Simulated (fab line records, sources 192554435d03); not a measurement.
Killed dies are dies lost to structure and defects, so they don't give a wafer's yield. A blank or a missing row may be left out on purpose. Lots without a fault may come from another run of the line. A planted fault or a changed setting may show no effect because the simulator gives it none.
A struck lot beside a sound one | flow n5_finfet | 23 steps out of a route of 1938
Sound: wafers L816.1, L816.2, L816.6. Struck: wafers L803.2, L803.5, L803.6. The cause comes at the end.
At each step with rows: each side's tool, then ch and its chambers, then its first start. Under that, the readings that differ: sound wafers | struck wafers | difference of the means | sigmas: that difference in standard deviations of wafers without a fault.
alike: readings whose means differ by less than 2 such deviations, and words and numbers that are the same on both sides. not compared: withheld readings, readings that some wafer has no value for, bounds like >300 that may hide the same value, and numbers for which the record gives no deviation and whose values overlap.
The two part at a step that has a row with sigmas, a row that says differs or no value, or rows on one side only. Numbers that don't overlap but have no deviation are shown without sigmas and don't part them. A reading that every wafer of one side lacks parts them only if that side has two wafers or more.

first, 9 steps without rows for these wafers: N5_BEOL_M14_EXPOSE_07 (exposes mask V13); N5_BEOL_M14_PEB_08 (peb time 90 s); N5_BEOL_M14_DEVELOP_09 (develop time 45 s); N5_BEOL_M14_HARDBAKE_14 (time 120 s); N5_BEOL_M14_DESCUM_15 (chemistry O2, time 7.9 s); N5_BEOL_M14_ETCH_59 (etches BARC in N2/H2, target depth 89 nm, overetch 26.7 nm, time 67.9 s); N5_BEOL_M14_VIA_ETCH_16 (etches SiO2 in C4F8/O2/Ar, target depth 1231.3 nm); N5_BEOL_M14_STRIP_63 (strips in O2); N5_BEOL_M14_STRIP_64 (strips in O2).
N5_BEOL_M14_STRIP_71: strips in post etch residue remover, time 60 s.
  sound on wet_bench-01 ch 1,3,7, day 17 21:23; struck on wet_bench-02 ch 0,5,7, day 13 02:34
  alike: temp_c
then, 10 steps without rows for these wafers: N5_BEOL_M14_SRD_72 (time 30 s, dry time 30 s); N5_BEOL_M14_COAT_65 (time 60 s, resist thk 450 nm); N5_BEOL_M14_COAT_66 (time 60 s, resist thk 110 nm); N5_BEOL_M14_COAT_22 (resist thk 300 nm); N5_BEOL_M14_EBR_24; N5_BEOL_M14_SOFTBAKE_23 (time 60 s); N5_BEOL_M14_EXPOSE_25 (exposes mask M14, target cd 280 nm); N5_BEOL_M14_PEB_26 (peb time 90 s); N5_BEOL_M14_DEVELOP_27 (develop time 45 s); N5_BEOL_M14_HARDBAKE_32 (time 120 s).
N5_BEOL_M14_INSPECT_30: inspects for defects (macro).
  sound on defect_inspect-02, day 17 21:57; struck on defect_inspect-01, day 13 03:07
  reading          | sound | struck         | difference | sigmas
  raw_defect_count | 2 3 2 | >300 >300 >300 | differs    |
then, 1 step without rows for these wafers: N5_BEOL_M14_DESCUM_33 (chemistry O2, time 7.9 s).
N5_PASSIVATION_PROBE_49:
  sound on prober-02, day 19 02:37; struck on prober-01, day 14 04:00
  reading                  | sound          | struck         | difference | sigmas
  defect_limited_yield (%) | 91.4 93.0 91.0 | 84.7 80.9 84.4 | -8.5       | -7
  killed_at_M4_up          | 16 15 8        | 104 139 131    | +112       | +21
  killed_dies              | 101 83 106     | 180 225 184    | +100       | +7
  killed_short             | 49 43 47       | 25 24 14       | -25        | -4
  sort_bin_5_function (%)  | 4.0 3.8 5.4    | 9.0 12.6 10.4  | +6.3       | +7
  sort_n_pass              | 1079 1097 1074 | 1000 955 996   | -100       | -7
  sort_yield_pct (%)       | 91.4 93.0 91.0 | 84.7 80.9 84.4 | -8.5       | -7
  alike: killed_at_M0_to_M3, killed_at_contacts, killed_at_front_end, killed_at_other, killed_open, sort_bin_6_memory

WHERE THEY PART
First at N5_BEOL_M14_INSPECT_30; last, within this record, at N5_PASSIVATION_PROBE_49.

WHY: what the simulator had put in
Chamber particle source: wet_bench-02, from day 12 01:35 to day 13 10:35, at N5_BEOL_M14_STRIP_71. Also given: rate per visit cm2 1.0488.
